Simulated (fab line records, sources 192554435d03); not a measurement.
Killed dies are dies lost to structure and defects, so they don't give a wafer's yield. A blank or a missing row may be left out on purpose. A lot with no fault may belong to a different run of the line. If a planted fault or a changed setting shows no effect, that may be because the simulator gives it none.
fab line records ; flow n5-finfet
record lots=14; wafers=39; last-day=17
route steps=1938 shown GATE_CUT@511 MOL_CONTACT_COAG@535 BEOL_M4@1111
lots that met no fault: taken from a fault-free run of the same line
start-h: the number of hours between the record's first day and the start of the first shown wafer of the lot ; wait-h: how many hours have passed since the lot's step before this one ; " as in the row above ; L1.1+2: several wafers, shown together as one row ; - no value, or no start was given ; * or withheld: withheld ; < > ~ a bound
route shown NAME@n: names a module that has steps shown in the file, with the first one's number in the route ; usual: mean/standard deviation of fault-free wafers ; same: alike in all rows ; chamber/n: place in a boat ; sites: each site's reading ; _std_site: the standard deviation of these ; _edge_site: inner sites' mean taken away from outer sites' mean ; radius-mm: how far each site lies from the wafer's centre ; mask NAME#n: copy n ; behind: the most recent tool/chamber to have shaped the wafer ; hold: cause of the lot's hold/its duration in hours/its outcome ; device: whichever transistor did not switch (one of n, p or np) ; end of line: tests of these same wafers at the route's end ; where a step has no rows: the recipe by itself ; killed: count of dies lost to structure and defects at first sort (not the wafer's yield) ; map: shows each die of a wafer: x if killed, . if not, _ if none is there
set.NAME: the setting as run; set.NAME@STEP: as run at that earlier step ; model.NAME: the simulator's own value behind a step, which no gauge read
one table for each step of the route and one row for each wafer, over a sample of lots
services: the hour from which a tool's chamber was out of use, counted from the record's first day as start-h (under 0 if before that day), plus the number of hours and why
## steps
# step N5_GATE_CUT_CMP_23
# recipe stop-on=SiO2; t-overpolish-s=23.4; post-cmp-clean=alkaline-brush; down-force-psi=2.5; platen-rpm=51.8; pad-velocity-m-s=1.0307; target-thk-nm=16
# usual motor-current-A=8.7/0.77; overpolish-run-s=23.400/0.0086; pad-life-wafers=1236/740; time-to-endpoint-s=20.3/2.4
lot.wafer;tool;chamber;start-h;wait-h;motor-current-A;overpolish-run-s;pad-life-wafers;time-to-endpoint-s
L872.3;cmp-03;1;87.82;0.8;8.9;23.396;1722;20.2
L872.1;cmp-03;2;87.82;0.8;9.7;23.413;1723;18.8
L872.2;cmp-03;0;87.82;0.8;9.0;23.410;1725;17.0
L874.2;cmp-03;2;101.67;0.8;9.5;23.403;1784;17.6
L874.5;cmp-03;0;101.67;0.8;9.1;23.412;-;20.0
L874.6;cmp-03;1;101.67;0.8;8.7;23.401;-;20.1
L875.2;cmp-02;2;106.36;0.8;9.5;23.388;1069;21.6
L875.1;cmp-02;0;106.36;0.8;9.2;23.406;1071;21.2
L875.5;cmp-02;2;106.36;0.8;9.8;23.407;-;21.9
L884.3;cmp-01;0;157.44;0.8;8.0;23.406;1879;22.3
L884.2;cmp-01;2;157.44;0.8;7.9;23.402;1881;23.6
L885.4;cmp-02;0;167.48;0.8;9.4;23.407;1579;21.1
L885.5;cmp-02;3;167.48;0.8;8.6;23.417;-;19.4
L885.6;cmp-02;0;167.48;0.8;9.8;23.389;-;21.3
L886.4;cmp-01;1;168.74;0.8;7.7;23.386;1951;25.0
L886.2;cmp-01;3;168.74;0.8;8.5;23.416;1953;21.0
L886.6;cmp-01;0;168.74;0.8;7.5;23.401;-;22.4
L887.2;cmp-01;1;175.64;0.8;7.0;23.384;1999;22.7
L887.3;cmp-01;3;175.64;0.8;8.8;23.396;2001;22.3
L887.6;cmp-01;0;175.64;0.8;7.8;23.387;-;21.2
L888.4;cmp-02;2;187.94;0.9;9.2;23.393;1767;21.2
L888.6;cmp-02;3;187.94;0.9;9.1;23.412;-;19.9
L890.2;cmp-01;0;195.96;0.8;7.6;23.391;62;23.9
L890.1;cmp-01;1;195.96;0.8;7.5;23.381;63;22.6
L891.3;cmp-03;0;202.48;0.8;8.6;23.417;318;17.5
L891.4;cmp-03;1;202.48;0.8;9.1;23.406;319;21.7
L891.1;cmp-03;3;202.48;0.8;8.3;23.397;321;20.6
L892.4;cmp-03;1;206.95;0.8;9.4;23.400;343;18.1
L892.6;cmp-03;0;206.95;0.8;9.2;23.389;-;15.6
L892.5;cmp-03;1;206.95;0.8;9.3;23.392;-;17.2
L893.2;cmp-01;0;213.98;0.8;7.9;23.404;217;20.2
L893.3;cmp-01;1;213.98;0.8;7.3;23.404;218;22.0
L893.5;cmp-01;3;213.98;0.8;8.6;23.394;-;20.8
L894.2;cmp-01;0;221.46;0.8;8.0;23.399;295;19.1
L894.3;cmp-01;1;221.46;0.8;7.6;23.403;296;22.9
L894.1;cmp-01;2;221.46;0.8;8.2;23.404;297;21.8
L895.4;cmp-03;3;225.97;0.8;8.2;23.399;523;21.9
L895.3;cmp-03;1;225.97;0.8;8.7;23.397;525;21.0
L895.6;cmp-03;3;225.97;0.8;8.1;23.403;-;20.3
# step N5_GATE_CUT_INSPECT_26
# recipe inspect-instrument=darkfield; mode=post-cmp
# usual raw-defect-count=43/19
lot.wafer;tool;chamber;start-h;wait-h;raw-defect-count
L872.1;defect-inspect-01;-;88.87;0.0;24
L872.2;defect-inspect-01;-;88.87;0.0;46
L872.3;defect-inspect-01;-;88.87;0.0;37
L874.2;defect-inspect-02;-;102.63;0.0;32
L874.5;defect-inspect-02;-;102.63;0.0;42
L874.6;defect-inspect-02;-;102.63;0.0;48
L875.1;defect-inspect-02;-;107.35;0.0;37
L875.2;defect-inspect-02;-;107.35;0.0;56
L875.5;defect-inspect-02;-;107.35;0.0;49
L884.2;defect-inspect-01;-;158.43;0.0;61
L884.3;defect-inspect-01;-;158.43;0.0;33
L885.4;defect-inspect-02;-;168.67;0.0;29
L885.5;defect-inspect-02;-;168.67;0.0;34
L885.6;defect-inspect-02;-;168.67;0.0;22
L886.2;defect-inspect-02;-;169.74;0.0;43
L886.4;defect-inspect-02;-;169.74;0.0;25
L886.6;defect-inspect-02;-;169.74;0.0;28
L887.2;defect-inspect-02;-;176.64;0.0;37
L887.3;defect-inspect-02;-;176.64;0.0;39
L887.6;defect-inspect-02;-;176.64;0.0;97
L888.4;defect-inspect-01;-;188.87;0.0;50
L888.6;defect-inspect-01;-;188.87;0.0;56
L890.1;defect-inspect-02;-;196.91;0.0;47
L890.2;defect-inspect-02;-;196.91;0.0;36
L891.1;defect-inspect-01;-;203.52;0.0;52
L891.3;defect-inspect-01;-;203.52;0.0;28
L891.4;defect-inspect-01;-;203.52;0.0;34
L892.4;defect-inspect-01;-;207.95;0.0;53
L892.5;defect-inspect-01;-;207.95;0.0;67
L892.6;defect-inspect-01;-;207.95;0.0;50
L893.2;defect-inspect-02;-;215.12;0.0;41
L893.3;defect-inspect-02;-;215.12;0.0;25
L893.5;defect-inspect-02;-;215.12;0.0;45
L894.1;defect-inspect-02;-;222.46;0.0;28
L894.2;defect-inspect-02;-;222.46;0.0;35
L894.3;defect-inspect-02;-;222.46;0.0;32
L895.3;defect-inspect-02;-;226.97;0.0;18
L895.4;defect-inspect-02;-;226.97;0.0;22
L895.6;defect-inspect-02;-;226.97;0.0;59
# step N5_MOL_CONTACT_COAG_CONTACT_ETCH_14
# recipe chemistry=C4F6/O2; target=SiO2; target-depth-a=275; overetch-a=85; mask-material=SOC; pressure-mtorr=30; source-w=370; bias-w=185; Ar_flow_sccm=300; C4F6_flow_sccm=16; O2_flow_sccm=10; time-s=20; ion-energy-ev=259.6
# usual C4F6_flow_sccm=16.00/0.05; O2_flow_sccm=10.00/0.031; drypump-motor-current-A=5.9/0.38; oes-product-au=0.68/0.07; rf-vpp-V=693.0/2.5; showerhead-plenum-p-Torr=2.89/0.077; throttle-valve-pct=21.33/0.28
lot.wafer;tool;chamber;start-h;wait-h;C4F6_flow_sccm;O2_flow_sccm;drypump-motor-current-A;oes-product-au;rf-hours-counter-h;rf-vpp-V;showerhead-plenum-p-Torr;throttle-valve-pct
L872.1;rie-diel-01;1;89.70;0.0;16.06;9.99;5.8;0.59;241;696.6;2.96;21.43
L872.2;rie-diel-01;2;89.70;0.0;15.94;10.03;6.5;0.61;220;696.2;2.97;21.30
L872.3;rie-diel-01;3;89.70;0.0;15.93;10.03;5.6;0.70;87;694.0;2.93;21.63
L874.2;rie-diel-04;2;103.25;0.0;-;-;-;-;-;-;-;-
L874.5;rie-diel-04;2;103.25;0.0;-;-;-;-;-;-;-;-
L874.6;rie-diel-04;1;103.25;0.0;-;-;-;-;-;-;-;-
L875.1;rie-diel-02;2;108.19;0.0;-;-;-;-;-;-;-;-
L875.2;rie-diel-02;3;108.19;0.0;-;-;-;-;-;-;-;-
L875.5;rie-diel-02;2;108.19;0.0;-;-;-;-;-;-;-;-
L884.2;rie-diel-02;3;159.04;0.0;16.06;10.04;5.6;0.61;209;695.0;2.97;21.35
L884.3;rie-diel-02;2;159.04;0.0;16.00;9.96;6.0;0.67;91;692.5;2.90;20.94
L885.4;rie-diel-01;0;169.31;0.0;16.05;9.99;5.9;0.61;212;685.7;2.73;21.55
L885.5;rie-diel-01;3;169.31;0.0;15.99;10.03;5.6;0.68;-;692.8;2.91;21.69
L885.6;rie-diel-01;0;169.31;0.0;16.11;10.00;5.9;0.62;-;687.3;2.73;21.56
L886.2;rie-diel-02;2;170.53;0.0;15.98;9.95;6.0;0.67;96;693.2;2.90;20.96
L886.4;rie-diel-02;0;170.53;0.0;16.10;9.97;5.9;0.63;160;692.4;2.86;21.38
L886.6;rie-diel-02;3;170.53;0.0;16.01;10.05;5.6;0.61;-;696.2;2.97;21.34
L887.2;rie-diel-01;1;177.45;0.0;15.97;10.00;5.8;0.81;14;694.9;2.95;21.20
L887.3;rie-diel-01;3;177.45;0.0;16.03;10.08;5.6;0.67;126;693.0;2.91;21.71
L887.6;rie-diel-01;3;177.45;0.0;16.03;10.02;5.6;0.67;-;692.5;2.91;21.71
L888.4;rie-diel-04;2;189.81;0.0;16.00;9.98;5.4;0.58;239;694.2;2.96;21.58
L888.6;rie-diel-04;1;189.81;0.0;15.90;10.01;6.5;0.70;-;691.2;2.80;21.22
L890.1;rie-diel-04;1;197.64;0.0;16.01;10.01;6.5;0.71;68;691.7;2.80;21.21
L890.2;rie-diel-04;0;197.64;0.0;15.98;9.96;5.9;0.77;25;695.1;2.93;20.73
L891.1;rie-diel-01;0;204.12;0.0;15.91;10.02;5.9;0.61;223;687.8;2.72;21.56
L891.3;rie-diel-01;3;204.12;0.0;15.98;9.98;5.6;0.67;135;691.4;2.91;21.70
L891.4;rie-diel-01;2;204.12;0.0;15.98;9.94;6.5;0.80;12;693.6;2.95;21.02
L892.4;rie-diel-01;1;208.67;0.0;15.94;9.95;5.8;0.78;25;693.2;2.94;21.20
L892.5;rie-diel-01;3;208.67;0.0;16.03;10.01;5.6;0.66;-;693.6;2.90;21.71
L892.6;rie-diel-01;2;208.67;0.0;15.97;10.01;6.5;0.80;-;694.7;2.95;21.04
L893.2;rie-diel-04;0;216.06;0.0;16.12;9.99;5.9;0.76;33;693.5;2.92;20.73
L893.3;rie-diel-04;2;216.06;0.0;16.09;9.99;5.4;0.57;248;694.9;2.96;21.59
L893.5;rie-diel-04;0;216.06;0.0;16.03;9.97;5.9;0.75;-;693.5;2.92;20.73
L894.1;rie-diel-04;1;223.42;0.0;16.03;9.96;6.5;0.70;78;690.0;2.80;21.24
L894.2;rie-diel-04;3;223.42;0.0;15.94;9.98;5.2;0.60;249;691.8;2.83;21.68
L894.3;rie-diel-04;0;223.42;0.0;16.01;10.00;5.9;0.75;35;694.4;2.92;20.73
L895.3;rie-diel-04;1;227.75;0.0;16.00;10.01;6.6;0.70;80;689.6;2.80;21.21
L895.4;rie-diel-04;1;227.75;0.0;15.94;9.99;6.6;0.69;-;690.1;2.80;21.23
L895.6;rie-diel-04;0;227.75;0.0;15.99;10.01;5.9;0.75;-;694.6;2.92;20.73
# step N5_MOL_CONTACT_COAG_ETCH_15
# recipe chemistry=CH3F/O2; target=SiNx; target-depth-a=70; mask-material=SOC; stop-on=Si:P; over-etch-frac=0.75; ion-energy-ev=120; pressure-mtorr=30; source-w=395; bias-w=73; Ar_flow_sccm=150; CH3F_flow_sccm=30; O2_flow_sccm=20
# usual CH3F_flow_sccm=30.00/0.085; O2_flow_sccm=20.00/0.058; drypump-motor-current-A=5.9/0.38; oes-product-au=0.58/0.061; rf-vpp-V=297/4.9; showerhead-plenum-p-Torr=2.01/0.056; throttle-valve-pct=16.39/0.28
lot.wafer;tool;chamber;start-h;wait-h;CH3F_flow_sccm;O2_flow_sccm;drypump-motor-current-A;oes-product-au;rf-hours-counter-h;rf-vpp-V;showerhead-plenum-p-Torr;throttle-valve-pct
L872.1;rie-diel-01;1;89.74;0.0;30.01;20.04;5.8;0.50;241;299;2.06;16.55
L872.2;rie-diel-01;2;89.74;0.0;30.04;19.91;6.4;0.53;220;305;2.06;16.40
L872.3;rie-diel-01;3;89.74;0.0;29.98;20.10;5.6;0.61;87;304;2.03;16.60
L874.2;rie-diel-04;2;103.28;0.0;29.93;19.99;5.4;0.26;215;297;2.07;16.57
L874.5;rie-diel-04;2;103.28;0.0;29.96;19.98;5.4;0.26;-;297;2.07;16.59
L874.6;rie-diel-04;1;103.28;0.0;30.06;19.99;6.6;0.32;-;293;1.95;16.18
L875.1;rie-diel-02;2;108.22;0.0;29.87;20.06;6.0;0.31;72;290;2.02;15.97
L875.2;rie-diel-02;3;108.22;0.0;30.03;20.06;5.6;0.27;189;305;2.07;16.38
L875.5;rie-diel-02;2;108.22;0.0;30.03;20.15;6.0;0.31;-;291;2.02;15.97
L884.2;rie-diel-02;3;159.07;0.0;30.01;19.96;5.6;0.52;209;305;2.07;16.45
L884.3;rie-diel-02;2;159.07;0.0;30.16;19.98;6.0;0.58;91;292;2.02;16.03
L885.4;rie-diel-01;0;169.34;0.0;30.02;20.00;5.9;0.53;212;294;1.89;16.67
L885.5;rie-diel-01;3;169.34;0.0;30.11;19.92;5.6;0.58;-;303;2.02;16.69
L885.6;rie-diel-01;0;169.34;0.0;29.92;20.06;5.9;0.53;-;295;1.89;16.66
L886.2;rie-diel-02;2;170.57;0.0;30.04;20.04;6.0;0.58;96;291;2.02;16.03
L886.4;rie-diel-02;0;170.57;0.0;29.86;19.99;5.9;0.55;160;294;1.99;16.50
L886.6;rie-diel-02;3;170.57;0.0;29.87;19.98;5.6;0.52;-;305;2.07;16.46
L887.2;rie-diel-01;1;177.48;0.0;29.95;19.96;5.8;0.70;14;297;2.05;16.16
L887.3;rie-diel-01;3;177.48;0.0;29.94;20.06;5.6;0.58;126;303;2.02;16.70
L887.6;rie-diel-01;3;177.48;0.0;29.87;20.04;5.6;0.58;-;302;2.02;16.69
L888.4;rie-diel-04;2;189.84;0.0;30.11;20.01;5.4;0.49;239;295;2.06;16.66
L888.6;rie-diel-04;1;189.84;0.0;29.96;19.94;6.6;0.61;-;293;1.94;16.24
L890.1;rie-diel-04;1;197.68;0.0;30.00;19.99;6.6;0.61;68;293;1.94;16.27
L890.2;rie-diel-04;0;197.68;0.0;30.05;19.95;5.8;0.66;25;293;2.04;15.80
L891.1;rie-diel-01;0;204.16;0.0;30.01;20.06;5.9;0.52;223;295;1.89;16.67
L891.3;rie-diel-01;3;204.16;0.0;29.98;20.11;5.6;0.57;135;304;2.02;16.70
L891.4;rie-diel-01;2;204.16;0.0;29.92;20.00;6.4;0.69;12;305;2.05;16.03
L892.4;rie-diel-01;1;208.71;0.0;29.91;19.95;5.8;0.67;25;299;2.04;16.20
L892.5;rie-diel-01;3;208.71;0.0;29.87;19.95;5.6;0.57;-;303;2.02;16.71
L892.6;rie-diel-01;2;208.71;0.0;30.13;19.90;6.4;0.69;-;306;2.05;16.04
L893.2;rie-diel-04;0;216.10;0.0;29.95;19.96;5.9;0.64;33;293;2.03;15.82
L893.3;rie-diel-04;2;216.10;0.0;30.01;20.10;5.4;0.50;248;295;2.06;16.67
L893.5;rie-diel-04;0;216.10;0.0;30.07;19.95;5.8;0.65;-;291;2.03;15.80
L894.1;rie-diel-04;1;223.46;0.0;29.99;19.96;6.6;0.60;78;294;1.94;16.26
L894.2;rie-diel-04;3;223.46;0.0;29.98;20.00;5.2;0.52;249;299;1.96;16.77
L894.3;rie-diel-04;0;223.46;0.0;29.97;20.02;5.8;0.65;35;293;2.03;15.83
L895.3;rie-diel-04;1;227.78;0.0;30.11;20.03;6.5;0.60;80;292;1.94;16.27
L895.4;rie-diel-04;1;227.78;0.0;30.08;20.03;6.6;0.60;-;294;1.94;16.28
L895.6;rie-diel-04;0;227.78;0.0;30.10;20.11;5.9;0.65;-;292;2.03;15.82
# step N5_MOL_CONTACT_COAG_STRIP_98
# recipe chemistry=N2/H2; power-w=500; temp-c=40; pressure-mtorr=50; rf-frequency-hz=6e+07; overash-fraction=0.3; bias-power-w=8; h2-frac=0.5; n2-flow-sccm=300; h2-flow-sccm=300
# usual drypump-motor-current-A=5.9/0.38; oes-product-au=0.80/0.091; power-w=500.3/1.4; rf-vpp-V=54.3/1.5; showerhead-plenum-p-Torr=3.37/0.084; throttle-valve-pct=19.0/0.42
lot.wafer;tool;chamber;start-h;wait-h;drypump-motor-current-A;oes-product-au;power-w;rf-hours-counter-h;rf-vpp-V;showerhead-plenum-p-Torr;throttle-valve-pct
L872.1;rie-diel-01;1;89.85;0.0;5.8;0.69;498.4;241;55.7;3.46;19.2
L872.2;rie-diel-01;2;89.85;0.0;6.5;0.71;500.4;220;55.4;3.44;18.6
L872.3;rie-diel-01;3;89.85;0.0;5.6;0.84;500.4;87;54.0;3.41;19.5
L874.2;rie-diel-04;2;103.39;0.0;5.4;0.68;500.0;215;56.5;3.47;19.2
L874.5;rie-diel-04;2;103.39;0.0;5.4;0.69;501.6;-;56.3;3.47;19.2
L874.6;rie-diel-04;1;103.39;0.0;6.6;0.86;497.9;-;54.0;3.28;18.7
L875.1;rie-diel-02;2;108.33;0.0;6.1;0.83;500.8;72;51.8;3.40;18.7
L875.2;rie-diel-02;3;108.33;0.0;5.6;0.72;499.3;189;54.0;3.45;18.6
L875.5;rie-diel-02;2;108.33;0.0;6.0;0.85;501.7;-;54.0;3.40;18.7
L884.2;rie-diel-02;3;159.18;0.0;5.6;0.72;499.5;209;52.5;3.44;18.7
L884.3;rie-diel-02;2;159.18;0.0;6.0;0.80;499.6;91;52.3;3.39;18.8
L885.4;rie-diel-01;0;169.45;0.0;5.9;0.73;500.8;212;52.0;3.18;19.3
L885.5;rie-diel-01;3;169.45;0.0;5.6;0.80;501.6;-;56.0;3.39;19.6
L885.6;rie-diel-01;0;169.45;0.0;6.0;0.71;503.5;-;51.9;3.18;19.3
L886.2;rie-diel-02;2;170.67;0.0;6.1;0.81;501.3;96;54.3;3.39;18.7
L886.4;rie-diel-02;0;170.67;0.0;5.9;0.76;499.0;160;55.1;3.37;19.3
L886.6;rie-diel-02;3;170.67;0.0;5.6;0.70;498.9;-;55.3;3.44;18.7
L887.2;rie-diel-01;1;177.59;0.0;5.8;0.97;499.4;14;57.3;3.45;18.8
L887.3;rie-diel-01;3;177.59;0.0;5.6;0.79;501.8;127;52.2;3.39;19.6
L887.6;rie-diel-01;3;177.59;0.0;5.6;0.80;500.8;-;56.1;3.39;19.6
L888.4;rie-diel-04;2;189.95;0.0;5.4;0.66;502.3;239;54.1;3.45;19.3
L888.6;rie-diel-04;1;189.95;0.0;6.6;0.82;501.5;-;55.6;3.27;18.8
L890.1;rie-diel-04;1;197.79;0.0;6.6;0.82;501.4;68;55.7;3.27;18.8
L890.2;rie-diel-04;0;197.79;0.0;5.9;0.93;498.2;25;55.6;3.43;18.4
L891.1;rie-diel-01;0;204.27;0.0;5.9;0.72;500.5;223;54.2;3.18;19.3
L891.3;rie-diel-01;3;204.27;0.0;5.6;0.80;498.5;135;53.4;3.39;19.6
L891.4;rie-diel-01;2;204.27;0.0;6.4;0.93;499.9;12;56.3;3.42;18.2
L892.4;rie-diel-01;1;208.82;0.0;5.8;0.93;502.4;25;57.6;3.44;18.9
L892.5;rie-diel-01;3;208.82;0.0;5.6;0.80;498.0;-;54.8;3.38;19.6
L892.6;rie-diel-01;2;208.82;0.0;6.5;0.94;498.6;-;54.9;3.42;18.2
L893.2;rie-diel-04;0;216.21;0.0;5.9;0.89;501.3;33;53.5;3.43;18.4
L893.3;rie-diel-04;2;216.21;0.0;5.4;0.66;500.7;248;53.5;3.45;19.3
L893.5;rie-diel-04;0;216.21;0.0;5.9;0.90;498.4;-;54.1;3.43;18.4
L894.1;rie-diel-04;1;223.57;0.0;6.6;0.81;500.6;78;54.7;3.26;18.8
L894.2;rie-diel-04;3;223.57;0.0;5.2;0.69;498.0;249;52.3;3.31;19.6
L894.3;rie-diel-04;0;223.57;0.0;5.9;0.89;501.1;35;53.6;3.42;18.4
L895.3;rie-diel-04;1;227.89;0.0;6.6;0.80;502.9;80;52.4;3.26;18.8
L895.4;rie-diel-04;1;227.89;0.0;6.6;0.82;502.2;-;54.5;3.26;18.9
L895.6;rie-diel-04;0;227.89;0.0;5.9;0.89;498.1;-;55.1;3.42;18.4
# step N5_MOL_CONTACT_COAG_CD_MEAS_99
# recipe target-cd-nm=17.2; polarity=opening
# usual cd-nm=17.1/0.36
lot.wafer;tool;chamber;start-h;wait-h;cd-nm
L872.1;cd-sem-01;-;89.92;-;17.2
L872.2;cd-sem-01;-;89.92;-;17.7
L872.3;cd-sem-01;-;89.92;-;17.8
L874.2;cd-sem-01;-;103.46;-;-
L874.5;cd-sem-01;-;103.46;-;-
L874.6;cd-sem-01;-;103.46;-;-
L875.1;cd-sem-03;-;108.40;-;-
L875.2;cd-sem-03;-;108.40;-;-
L875.5;cd-sem-03;-;108.40;-;-
L884.2;cd-sem-03;-;159.25;-;17.0
L884.3;cd-sem-03;-;159.25;-;17.6
L885.4;cd-sem-02;-;169.53;-;17.1
L885.5;cd-sem-02;-;169.53;-;17.7
L885.6;cd-sem-02;-;169.53;-;16.9
L886.2;cd-sem-03;-;170.75;-;17.4
L886.4;cd-sem-03;-;170.75;-;16.8
L886.6;cd-sem-03;-;170.75;-;17.1
L887.2;cd-sem-03;-;177.66;-;16.2
L887.3;cd-sem-03;-;177.66;-;17.3
L887.6;cd-sem-03;-;177.66;-;17.5
L888.4;cd-sem-03;-;190.02;-;17.0
L888.6;cd-sem-03;-;190.02;-;16.9
L890.1;cd-sem-02;-;197.86;-;16.6
L890.2;cd-sem-02;-;197.86;-;17.5
L891.1;cd-sem-03;-;204.34;-;17.3
L891.3;cd-sem-03;-;204.34;-;17.1
L891.4;cd-sem-03;-;204.34;-;17.4
L892.4;cd-sem-01;-;208.89;-;16.8
L892.5;cd-sem-01;-;208.89;-;17.2
L892.6;cd-sem-01;-;208.89;-;17.2
L893.2;cd-sem-03;-;216.28;-;17.9
L893.3;cd-sem-03;-;216.28;-;17.1
L893.5;cd-sem-03;-;216.28;-;17.4
L894.1;cd-sem-03;-;223.64;-;17.0
L894.2;cd-sem-03;-;223.64;-;17.2
L894.3;cd-sem-03;-;223.64;-;17.1
L895.3;cd-sem-03;-;227.97;-;17.2
L895.4;cd-sem-03;-;227.97;-;16.5
L895.6;cd-sem-03;-;227.97;-;17.4
# step N5_BEOL_M4_RC_MEAS_101
# usual DIBL_N=36.6/2.1; DIBL_P=36.3/2.2; IOFF_N=0.16/0.036; IOFF_P=0.21/0.038; ION_N=671/12; ION_P=460/7.5; SS_N=71.8/0.72; SS_P=73.3/0.72; VT_N=250/3.2; VT_P=-250/3.5
lot.wafer;tool;chamber;start-h;wait-h;DIBL_N[mV/V];DIBL_P[mV/V];IOFF_N[nA/um];IOFF_P[nA/um];ION_N[uA/um];ION_P[uA/um];SS_N[mV/dec];SS_P[mV/dec];VT_N[mV];VT_P[mV]
L872.1;prober-02;0;162.49;0.0;40.1;39.8;0.20;0.21;675;456;72.6;73.9;248;-254
L872.2;prober-02;0;162.49;0.0;35.0;35.4;0.12;0.16;655;453;71.2;72.8;253;-257
L872.3;prober-02;0;162.49;0.0;37.9;38.1;0.16;0.19;669;456;71.4;73.9;252;-257
L884.2;prober-01;0;227.19;0.2;36.3;36.0;0.15;0.20;648;449;71.5;72.8;251;-248
L884.3;prober-01;0;227.19;0.2;38.9;39.8;0.22;0.26;677;462;72.6;73.6;246;-245
L885.4;prober-01;0;242.73;0.5;40.5;39.9;0.23;0.26;696;469;72.1;74.7;244;-249
L885.5;prober-01;0;242.73;0.5;42.0;42.1;0.27;0.30;694;470;73.8;74.8;246;-244
L885.6;prober-01;0;242.73;0.5;40.0;37.6;0.20;0.21;666;452;73.2;73.8;249;-251
L886.2;prober-01;0;243.35;0.7;34.3;34.3;0.13;0.17;644;444;72.1;73.3;256;-256
L886.4;prober-01;0;243.35;0.7;35.9;36.8;0.16;0.21;667;463;71.9;72.9;250;-252
L886.6;prober-01;0;243.35;0.7;36.2;37.5;0.17;0.22;673;458;72.4;73.7;246;-251
L887.2;prober-02;0;247.75;0.2;36.7;37.9;0.18;0.20;693;467;71.2;73.5;249;-253
L887.3;prober-02;0;247.75;0.2;36.1;37.2;0.16;0.19;675;455;70.8;73.3;250;-253
L887.6;prober-02;0;247.75;0.2;38.2;38.9;0.19;0.22;673;460;72.4;73.5;251;-248
L888.4;prober-01;0;267.92;0.5;34.9;32.9;0.12;0.14;655;446;71.3;72.5;257;-259
L888.6;prober-01;0;267.92;0.5;40.3;40.3;0.23;0.26;696;465;72.1;75.3;245;-249
L890.1;prober-02;0;275.01;0.0;34.1;35.0;0.13;0.18;680;464;71.4;72.3;249;-251
L890.2;prober-02;0;275.01;0.0;36.6;37.4;0.18;0.21;669;456;72.4;73.0;249;-252
L891.1;prober-01;0;279.65;0.0;37.1;38.6;0.14;0.21;657;457;71.7;74.2;252;-251
L891.3;prober-01;0;279.65;0.0;36.6;35.5;0.13;0.16;653;443;71.6;73.5;254;-257
L891.4;prober-01;0;279.65;0.0;35.7;35.3;0.12;0.16;648;447;71.1;72.5;255;-254
L892.4;prober-02;0;283.35;0.5;37.9;37.7;0.18;0.22;672;451;71.8;73.7;250;-253
L892.5;prober-02;0;283.35;0.5;35.5;35.2;0.14;0.19;667;457;71.7;72.5;254;-254
L892.6;prober-02;0;283.35;0.5;36.4;36.9;0.16;0.22;682;462;71.6;73.5;249;-251
L893.2;prober-01;0;290.95;0.2;37.2;35.3;0.16;0.24;658;456;72.2;73.5;251;-246
L893.3;prober-01;0;290.95;0.2;33.6;32.8;0.12;0.21;666;468;70.6;72.2;255;-249
L893.5;prober-01;0;290.95;0.2;34.7;33.9;0.14;0.21;667;469;70.3;72.7;247;-246
L894.1;prober-01;0;299.79;0.0;36.2;34.9;0.14;0.17;672;461;71.9;72.5;251;-255
L894.2;prober-01;0;299.79;0.0;36.7;35.4;0.14;0.19;673;463;71.5;73.0;250;-253
L894.3;prober-01;0;299.79;0.0;34.0;31.1;0.10;0.13;659;451;70.7;71.5;254;-258
L895.3;prober-02;0;300.27;0.3;35.4;34.1;0.15;0.20;671;462;70.7;73.4;250;-248
L895.4;prober-02;0;300.27;0.3;36.7;37.2;0.17;0.27;686;478;71.8;73.5;247;-245
L895.6;prober-02;0;300.27;0.3;36.5;36.3;0.16;0.23;678;467;71.5;74.0;249;-246
## services
tool;chamber;start-h;hours;kind
rie-diel-01;-;72.88;0.5;repair
cmp-02;-;79.13;3.5;pm
cmp-01;-;81.12;1.2;repair
rie-diel-04;0;86.02;-;clean
rie-diel-04;0;86.02;-;consumable-replace:focus-ring
rie-diel-04;0;86.02;22.5;scheduled-down
rie-diel-04;0;86.02;22.5;vent-cycle
cmp-03;-;90.09;2.3;repair
cmp-02;-;91.49;1.4;repair
rie-diel-01;1;118.84;-;clean
rie-diel-01;1;118.84;-;consumable-replace:focus-ring
rie-diel-01;1;118.84;22.1;scheduled-down
rie-diel-01;1;118.84;22.1;vent-cycle
rie-diel-04;3;133.21;1.2;repair
cmp-03;-;152.68;4.0;pm
cmp-01;-;165.80;0.3;repair
cmp-01;-;182.22;4.0;pm
cmp-01;-;186.22;4.1;pm
cmp-03;-;192.87;3.3;repair
cmp-02;-;220.16;4.0;pm
rie-diel-04;2;220.67;-;clean
rie-diel-04;2;220.67;-;consumable-replace:focus-ring
rie-diel-04;2;220.67;14.0;scheduled-down
rie-diel-04;2;220.67;14.0;vent-cycle
## key
first-sign step=N5_MOL_CONTACT_COAG_CONTACT_ETCH_14; reading=tool-record; direction=missing
effect step=N5_MOL_CONTACT_COAG_ETCH_15; reading=oes-product-au; direction=down; sigmas=4.8; usual=0.58; struck=0.29
effect step=N5_MOL_CONTACT_COAG_CD_MEAS_99; reading=cd-nm; direction=missing
met-at N5_MOL_CONTACT_COAG_CONTACT_ETCH_14
struck-lots L874,L875
later-rows-left-out L874.2,L874.5,L874.6,L875.1,L875.2,L875.5
sort-left-out L874.2,L874.5,L874.6,L875.1,L875.2,L875.5
tester-left-out L874,L875
not-acting-at N5_GATE_CUT_CMP_23,N5_GATE_CUT_INSPECT_26,N5_MOL_CONTACT_COAG_STRIP_98
fault kind=skipped-step-whole; tool=rie-diel-02,rie-diel-04; chamber=-; onset-h=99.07; steps=N5_MOL_CONTACT_COAG_CONTACT_ETCH_14; scope=struck-lots-only
# tester-left-out: of these lots the tester's yield and bins aren't shown, on N5 and GAA mostly nor the transistor test; their killed dies are dies lost to structure and defects alone, not to doping, threshold or leakage, so they don't give the yield
# sort-left-out: the simulated sort isn't trusted on such a fault, so these wafers' sort isn't shown, and their yield isn't known
# later-rows-left-out: the simulator's readings of these wafers behind a module that went badly wrong aren't trusted and aren't shown, but for the sort
